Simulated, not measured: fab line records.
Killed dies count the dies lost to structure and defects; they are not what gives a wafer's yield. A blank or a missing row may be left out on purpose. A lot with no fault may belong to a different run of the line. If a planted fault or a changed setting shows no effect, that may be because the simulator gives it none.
Chamber matching	flow nand_harc	ald_metal-01 running NHARC_A_BLC_ALD_23: 4 sister chambers
The step deposits TiN, target thk 3 nm, pulse time 1 s, ald cycles 150. 4 wafers are shown with their chamber, then 8 later ones without.

## WAFERS, EACH WITH ITS CHAMBER
wafer	chamber	heater_power_w (W)
L083.2	3	940
L087.1	0	955
L087.5	2	942
L086.1	1	1028

## WAFERS WITH NO CHAMBER GIVEN
wafer	heater_power_w (W)
L086.5	1067
L086.6	922
L086.2	990
L086.3	970
L086.4	985
L097.1	1090
L097.2	996
L097.6	1110

## THE CHAMBER EACH PASSED THROUGH
wafer	from the rows above	in truth
L086.5	can't be placed: 1 or 0 or 2 or 3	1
L086.6	can't be placed: 3 or 2 or 0 or 1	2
L086.2	can't be placed: 0 or 1 or 2 or 3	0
L086.3	can't be placed: 0 or 2 or 3 or 1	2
L086.4	can't be placed: 0 or 1 or 2 or 3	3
L097.1	can't be placed: 1 or 0 or 2 or 3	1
L097.2	can't be placed: 1 or 0 or 2 or 3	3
L097.6	can't be placed: 1 or 0 or 2 or 3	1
0 of 8 placed correctly. These rows do not allow placing 8 (true chamber among the candidates in 8). Placed wrongly: 0.
How it was worked out, from the rows above alone: a wafer's distance from a chamber is the root of the sum, over the readings, of the square of ((its reading less the chamber's mean) divided by the reading's scatter). The wafer belongs to the nearest chamber; if the next one is less than 2 further off, it can't be placed. For every chamber, the mean is computed from those of its wafers that are shown. The scatter: with one shown wafer a chamber, the root of the mean of the squares of how far each hidden wafer lies from its nearest shown one.
